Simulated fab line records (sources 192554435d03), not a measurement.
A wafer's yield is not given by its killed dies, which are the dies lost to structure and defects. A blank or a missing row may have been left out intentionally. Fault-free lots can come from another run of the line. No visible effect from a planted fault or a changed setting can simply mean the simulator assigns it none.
Matching of chambers ; flow n5Finfet ; 4 sister chambers for N5_MIM_BOT_ETCH_STRIP_01 on rieDiel-06
The step strips in O2. 8 wafers are shown with their chamber, then 7 later ones without.

== WAFERS WITH THEIR CHAMBER ==
wafer;chamber;drypumpMotorCurrentA (A);throttleValvePct (%)
L074.4;0;5.9;16.36
L087.3;1;6.1;16.54
L087.6;2;5.3;16.52
L088.1;2;5.2;16.52
L088.2;3;5.9;16.89
L088.4;0;5.9;16.45
L089.1;3;5.9;16.85
L089.4;1;6.1;16.60

== WAFERS WITH NO CHAMBER GIVEN ==
wafer;drypumpMotorCurrentA (A);throttleValvePct (%)
L089.6;5.3;16.55
L091.1;5.3;16.56
L091.3;6.1;16.63
L091.4;5.9;16.88
L092.2;5.9;16.42
L092.4;6.1;16.58
L092.6;6.1;16.61

== THE CHAMBER EACH PASSED THROUGH ==
wafer;from the rows above;in truth
L089.6;2;2
L091.1;2;2
L091.3;1;1
L091.4;3;3
L092.2;0;0
L092.4;1;1
L092.6;1;1
7 of 7 placed correctly. Can't be placed from these rows: 0. Wrongly placed: 0.
How it was worked out, from the rows above alone: a wafer's distance from a chamber is the root of the sum, over the readings, of the square of ((its reading less the chamber's mean) divided by the reading's scatter). If the next closest chamber is less than 2 further off than the closest, the wafer can't be placed; otherwise it belongs to the closest. Each chamber's mean is taken over the wafers shown for it. How the scatter is found: for the shown wafers, subtract from each reading the mean of its chamber, square and add these, divide the total by (wafers less chambers), then take the root.
